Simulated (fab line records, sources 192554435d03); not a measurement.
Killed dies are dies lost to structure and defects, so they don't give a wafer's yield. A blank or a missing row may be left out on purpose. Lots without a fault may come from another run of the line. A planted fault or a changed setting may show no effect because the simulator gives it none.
Chamber matching | flow n5_finfet | N5_BEOL_M1_DESCUM_33 on rie_diel-01: 4 sister chambers
The step chemistry O2, time 7 s. 4 wafers are shown with their chamber, then 9 later ones without.

WAFERS WITH THEIR CHAMBER
wafer  | chamber | drypump_motor_current_A (A)
L084.3 | 3       | 5.3
L091.4 | 2       | 5.1
L091.5 | 0       | 6.3
L091.6 | 1       | 5.8

WAFERS WITHOUT THEIR CHAMBER
wafer  | drypump_motor_current_A (A)
L093.2 | 6.3
L093.4 | 5.1
L093.6 | 5.8
L095.1 | 5.3
L095.2 | 5.8
L095.4 | 6.3
L097.2 | 6.4
L097.4 | 5.1
L097.6 | 5.2

WHICH CHAMBER EACH WENT THROUGH
wafer  | from the rows above     | in truth
L093.2 | 0                       | 0
L093.4 | 2                       | 2
L093.6 | 1                       | 1
L095.1 | 3                       | 3
L095.2 | 1                       | 1
L095.4 | 0                       | 0
L097.2 | 0                       | 0
L097.4 | 2                       | 2
L097.6 | can't be placed: 3 or 2 | 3
Placed correctly: 8 of 9. Can't be placed from these rows: 1 (the true chamber is among the candidates in 1). Placed wrongly: 0.
How it was worked out, from the rows above alone: a wafer's distance from a chamber is the root of the sum, over the readings, of the square of ((its reading less the chamber's mean) divided by the reading's scatter). The wafer belongs to the nearest chamber; if the next one is less than 2 further off, it can't be placed. A chamber's mean is the mean of its shown wafers. The scatter: with one shown wafer a chamber, the root of the mean of the squares of how far each hidden wafer lies from its nearest shown one.
